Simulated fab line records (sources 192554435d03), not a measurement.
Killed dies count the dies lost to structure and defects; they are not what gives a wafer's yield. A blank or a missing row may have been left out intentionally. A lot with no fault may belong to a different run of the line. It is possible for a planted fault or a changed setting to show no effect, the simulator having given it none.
Chamber matching	flow n5Finfet	N5_BEOL_M14_TRENCH_ETCH_34 on rieDiel-02: 4 sister chambers
The step etches SiO2 in C4F8/O2/Ar, target depth 556.65 nm, time 126.9 s. 14 wafers are shown with their chamber, then 7 later ones without.

## EACH WAFER AND ITS CHAMBER
wafer	chamber	rfVppV (V)	drypumpMotorCurrentA (A)	throttleValvePct (%)
L077.1	0	2221	5.0	30.90
L077.2	1	2194	5.5	30.42
L077.4	3	2246	6.0	31.20
L079.1	2	2153	6.3	31.02
L079.3	1	2195	5.5	30.41
L079.6	1	2194	5.5	30.40
L087.1	1	2194	5.5	30.43
L087.5	3	2247	6.0	31.00
L087.6	0	2222	5.1	30.90
L089.1	3	2245	6.0	31.01
L089.4	1	2193	5.5	30.43
L089.5	1	2193	5.5	30.43
L092.1	1	2194	5.5	30.45
L092.2	3	2247	6.0	31.02

SIGNATURES (means of the wafers above)
reading	chamber 0	chamber 1	chamber 2	chamber 3	scatter within a chamber
rfVppV	2221.50	2193.86	2153.00	2246.25	0.781
drypumpMotorCurrentA	5.050	5.500	6.300	6.000	0.0224
throttleValvePct	30.9000	30.4243	31.0200	31.0575	0.0537
Rule: a wafer lies at a distance from a chamber equal to the root of the sum of squares, over the readings, of (its reading less the chamber's mean, divided by the reading's scatter). If the next closest chamber is less than 2 further off than the closest, the wafer can't be placed; otherwise it belongs to the closest. How the scatter is found: for the shown wafers, subtract from each reading the mean of its chamber, square and add these, divide the total by (wafers less chambers), then take the root.

## WAFERS WHOSE CHAMBER IS MISSING
wafer	rfVppV (V)	drypumpMotorCurrentA (A)	throttleValvePct (%)
L092.3	2220	5.0	30.92
L094.1	2153	6.2	31.04
L094.5	2220	5.1	30.92
L094.6	2194	5.5	30.45
L096.2	2218	5.1	30.92
L096.4	2193	5.5	30.46
L096.6	2152	6.2	31.06

## EACH ONE'S CHAMBER
wafer	from the rows above	in truth
L092.3	0	0
L094.1	2	2
L094.5	0	0
L094.6	1	1
L096.2	0	0
L096.4	1	1
L096.6	2	2
Placed correctly: 7 of 7. Not placeable from these rows: 0. Placed wrongly: 0.
